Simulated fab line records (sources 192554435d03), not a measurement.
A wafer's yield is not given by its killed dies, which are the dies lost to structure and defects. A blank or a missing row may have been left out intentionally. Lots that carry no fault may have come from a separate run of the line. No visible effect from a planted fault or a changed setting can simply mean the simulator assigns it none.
Which tool is to blame? ; flow n5Finfet ; 36 wafers from 12 lots sampled at 2 of the route's 1938 steps

## WHAT THE GAUGES SHOWED, per wafer
N5_BEOL_M10_CD_MEAS_18: pitch 140 nm, target cd 70 nm.
lot;measured;on;cdNm (nm)
L075;day 10 16:42;cdSem-01;70.8 70.9 70.1
L078;day 10 20:05;cdSem-02;69.3 68.7 69.9
L081;day 11 06:53;cdSem-01;69.0 68.4 69.7
L080;day 11 18:35;cdSem-03;70.8 70.0 70.2
L083;day 12 07:31;cdSem-03;69.3 69.6 71.0
L088;day 13 07:44;cdSem-03;69.6 69.6 70.5
L086;day 13 12:49;cdSem-02;70.2 69.2 69.7
L089;day 14 07:37;cdSem-02;69.4 68.8 70.8
L092;day 14 09:22;cdSem-02;69.2 69.4 70.4
L093;day 14 17:08;cdSem-03;69.4 70.3 69.9
L097;day 15 14:24;cdSem-03;69.1 70.2 70.4
L095;day 15 18:32;cdSem-02;70.6 70.7 70.6

## TOOL THAT RAN EACH LOT (tool first, then ch and the chambers of the sampled wafers, then the start)
lot;N5_BEOL_M10_STRIP_19
L075;rieDiel-04 ch 1,3, day 10 16:38
L078;rieDiel-04 ch 1,2,3, day 10 20:01
L081;rieDiel-02 ch 1,2,3, day 11 06:49
L080;rieDiel-02 ch 2,3, day 11 18:31
L083;rieDiel-06 ch 1,2,3, day 12 07:26
L088;rieDiel-06 ch 2,3, day 13 07:40
L086;rieDiel-02 ch 1,2,3, day 13 12:45
L089;rieDiel-04 ch 0,2, day 14 07:33
L092;rieDiel-04 ch 1,2,3, day 14 09:17
L093;rieDiel-06 ch 2,3, day 14 17:03
L097;rieDiel-04 ch 1,3, day 15 14:20
L095;rieDiel-04 ch 1,2, day 15 18:28
- N5_BEOL_M10_STRIP_19: strips in O2.

## THE ANSWER, worked out from the rows above alone
Rule: what is usual is taken from the lots themselves. Put in order of their means at a reading, lots are off if they are a third of the lots or fewer, leave a main group of 4 or more, and stand apart from it by a gap of 3 or more times the standard deviation of the main group's means; of several such gaps the widest counts. A main group whose means are all the same, to the digits that the tables above print for the reading, isn't used. Also off: a lot with no number at a reading for which 4 or more lots have one. The other lots that the step has rows for count as sound.
Nothing can be told from this: no lot is off at any reading shown.

## WHAT HAD BEEN PUT IN BY THE SIMULATOR
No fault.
